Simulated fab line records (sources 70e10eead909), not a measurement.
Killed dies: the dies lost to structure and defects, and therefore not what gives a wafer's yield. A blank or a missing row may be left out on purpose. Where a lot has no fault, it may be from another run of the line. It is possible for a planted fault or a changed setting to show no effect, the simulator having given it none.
Matching of chambers || flow nand harc || 4 sister chambers for NHARC_P_GATE_DESCUM_93 on rie diel-05
The step chemistry O2, time 3 s. 8 wafers are shown with their chamber, then 10 later ones without.

## WAFERS WITH THEIR CHAMBER
{"wafer": "L078.1", "chamber": 1, "drypump motor current A (A)": 5.9, "showerhead plenum p Torr (Torr)": 1.93}
{"wafer": "L080.4", "chamber": 1, "drypump motor current A (A)": 5.9, "showerhead plenum p Torr (Torr)": 1.93}
{"wafer": "L080.5", "chamber": 3, "drypump motor current A (A)": 6.6, "showerhead plenum p Torr (Torr)": 1.92}
{"wafer": "L080.6", "chamber": 0, "drypump motor current A (A)": 5.8, "showerhead plenum p Torr (Torr)": 1.96}
{"wafer": "L082.2", "chamber": 3, "drypump motor current A (A)": 6.7, "showerhead plenum p Torr (Torr)": 1.92}
{"wafer": "L082.5", "chamber": 2, "drypump motor current A (A)": 6.2, "showerhead plenum p Torr (Torr)": 2.03}
{"wafer": "L094.1", "chamber": 0, "drypump motor current A (A)": 5.8, "showerhead plenum p Torr (Torr)": 1.96}
{"wafer": "L094.4", "chamber": 2, "drypump motor current A (A)": 6.2, "showerhead plenum p Torr (Torr)": 2.02}

## WAFERS WITH NO CHAMBER GIVEN
{"wafer": "L094.5", "drypump motor current A (A)": 5.9, "showerhead plenum p Torr (Torr)": 1.92}
{"wafer": "L094.2", "drypump motor current A (A)": 6.6, "showerhead plenum p Torr (Torr)": 1.92}
{"wafer": "L094.3", "drypump motor current A (A)": 5.9, "showerhead plenum p Torr (Torr)": 1.92}
{"wafer": "L094.6", "drypump motor current A (A)": 5.9, "showerhead plenum p Torr (Torr)": 1.96}
{"wafer": "L095.1", "drypump motor current A (A)": 5.8, "showerhead plenum p Torr (Torr)": 1.95}
{"wafer": "L095.2", "drypump motor current A (A)": 6.6, "showerhead plenum p Torr (Torr)": 1.91}
{"wafer": "L095.5", "drypump motor current A (A)": 5.9, "showerhead plenum p Torr (Torr)": 1.92}
{"wafer": "L096.2", "drypump motor current A (A)": 6.1, "showerhead plenum p Torr (Torr)": 2.02}
{"wafer": "L096.3", "drypump motor current A (A)": 6.6, "showerhead plenum p Torr (Torr)": 1.91}
{"wafer": "L096.6", "drypump motor current A (A)": 5.8, "showerhead plenum p Torr (Torr)": 1.95}

## CHAMBER TAKEN BY EACH
{"wafer": "L094.5", "from the rows above": 1, "in truth": 1}
{"wafer": "L094.2", "from the rows above": 3, "in truth": 3}
{"wafer": "L094.3", "from the rows above": 1, "in truth": 1}
{"wafer": "L094.6", "from the rows above": 0, "in truth": 0}
{"wafer": "L095.1", "from the rows above": 0, "in truth": 0}
{"wafer": "L095.2", "from the rows above": 3, "in truth": 3}
{"wafer": "L095.5", "from the rows above": 1, "in truth": 1}
{"wafer": "L096.2", "from the rows above": 2, "in truth": 2}
{"wafer": "L096.3", "from the rows above": 3, "in truth": 3}
{"wafer": "L096.6", "from the rows above": 0, "in truth": 0}
10 of 10 placed correctly. Can't be placed from these rows: 0. Number placed wrongly: 0.
How it was worked out, from the rows above alone: a wafer's distance from a chamber is the root of the sum, over the readings, of the square of ((its reading less the chamber's mean) divided by the reading's scatter). The wafer belongs to the nearest chamber; if the next one is less than 2 further off, it can't be placed. A chamber's mean is the mean of its shown wafers. How the scatter is found: for the shown wafers, subtract from each reading the mean of its chamber, square and add these, divide the total by (wafers less chambers), then take the root.
